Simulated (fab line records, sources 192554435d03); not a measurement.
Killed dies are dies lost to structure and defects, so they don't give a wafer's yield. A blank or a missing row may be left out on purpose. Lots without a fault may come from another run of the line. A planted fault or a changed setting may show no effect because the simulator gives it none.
Tool commonality check | flow n5_finfet | 8 lots, 24 wafers sampled

WHY IT WAS OPENED
At N5_ZERO_LAYER_INSPECT_20 the reading raw_defect_count is flagged on 3 of 8 lots. Wafers without a fault read 37, standard deviation 16.
Rule: a lot is flagged when every wafer of it that has a number lies more than 4 standard deviations from that mean, or none has a number. The other lots count as sound.

lot  | measured    | on                | raw_defect_count, wafer by wafer | flag
L828 | day 1 13:23 | defect_inspect-01 | 24 34 24                         |
L837 | day 3 19:21 | defect_inspect-01 | 37 25 36                         |
L840 | day 4 13:16 | defect_inspect-01 | 361 378 370                      | FLAGGED
L841 | day 4 19:17 | defect_inspect-01 | 400 383 376                      | FLAGGED
L843 | day 5 07:16 | defect_inspect-02 | 382 349 408                      | FLAGGED
L845 | day 5 19:23 | defect_inspect-02 | 36 25 37                         |
L850 | day 7 01:37 | defect_inspect-02 | 87 33 36                         |
L851 | day 7 07:23 | defect_inspect-01 | 12 24 23                         |
The numbers of the flagged lots are 379 on average: +342 against the usual, or +21 standard deviations.

WHICH TOOL RAN EACH LOT
The record holds 2 process steps before the reading, out of a route of 1938 steps. In each cell: the tool, then ch and the chambers that the sampled wafers went through, then the start.
lot  | flag    | N5_ZERO_LAYER_ETCH_17             | N5_ZERO_LAYER_STRIP_24
L828 |         | rie_diel-02 ch 1,2, day 1 12:50   | plasma_asher-01 ch 0,1, day 1 13:01
L837 |         | rie_diel-02 ch 0,3, day 3 18:44   | plasma_asher-01 ch 0,1, day 3 18:58
L840 | FLAGGED | rie_diel-01 ch 1,2,3, day 4 12:44 | plasma_asher-01 ch 0,1, day 4 12:55
L841 | FLAGGED | rie_diel-06 ch 1,2,3, day 4 18:44 | plasma_asher-01 ch 0,1, day 4 18:55
L843 | FLAGGED | rie_diel-01 ch 0,1,2, day 5 06:43 | plasma_asher-01 ch 0,1, day 5 06:53
L845 |         | rie_diel-06 ch 0,3, day 5 18:50   | plasma_asher-02 ch 1, day 5 19:01
L850 |         | rie_diel-06 ch 0,1,3, day 7 01:05 | plasma_asher-02 ch 0, day 7 01:16
L851 |         | rie_diel-06 ch 0,1, day 7 06:50   | plasma_asher-02 ch 0,1, day 7 07:01
What these steps do:
- N5_ZERO_LAYER_ETCH_17: etches SiO2 in CF4, target depth 12 nm, time 13.3 s.
- N5_ZERO_LAYER_STRIP_24: strips in O2.
- N5_ZERO_LAYER_INSPECT_20: inspects for defects (darkfield).

FLAGGED OVER TOTAL, TOOL BY TOOL (the gauges that took the reading come last)
step                     | tool              | lots run | flagged | share of the flagged lots | sound lots run after its first flagged lot
N5_ZERO_LAYER_ETCH_17    | rie_diel-01       | 2        | 2       | some                      | 0
N5_ZERO_LAYER_ETCH_17    | rie_diel-02       | 2        | 0       | none                      | -
N5_ZERO_LAYER_ETCH_17    | rie_diel-06       | 4        | 1       | some                      | 3 (L845,L850,L851)
N5_ZERO_LAYER_STRIP_24   | plasma_asher-01   | 5        | 3       | all                       | 0
N5_ZERO_LAYER_STRIP_24   | plasma_asher-02   | 3        | 0       | none                      | -
N5_ZERO_LAYER_INSPECT_20 | defect_inspect-01 | 5        | 2       | some                      | 1 (L851)
N5_ZERO_LAYER_INSPECT_20 | defect_inspect-02 | 3        | 1       | some                      | 2 (L845,L850)

WHAT THE TABLE ALLOWS
1 row of the table ran every flagged lot: plasma_asher-01 at N5_ZERO_LAYER_STRIP_24.
- plasma_asher-01 at N5_ZERO_LAYER_STRIP_24: 3 of its 5 lots flagged. Its last sound lot is L837 (day 3 18:58), its first flagged lot L840 (day 4 12:55): a fault that began between those two fits.
One tool is left: plasma_asher-01 at N5_ZERO_LAYER_STRIP_24.

WHAT THE SIMULATOR HAD PUT IN
Chamber particle source: plasma_asher-01, from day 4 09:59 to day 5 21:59, at N5_ZERO_LAYER_STRIP_24. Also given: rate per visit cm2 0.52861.
Lots struck among those shown: L840, L841, L843. The rule above found the same.
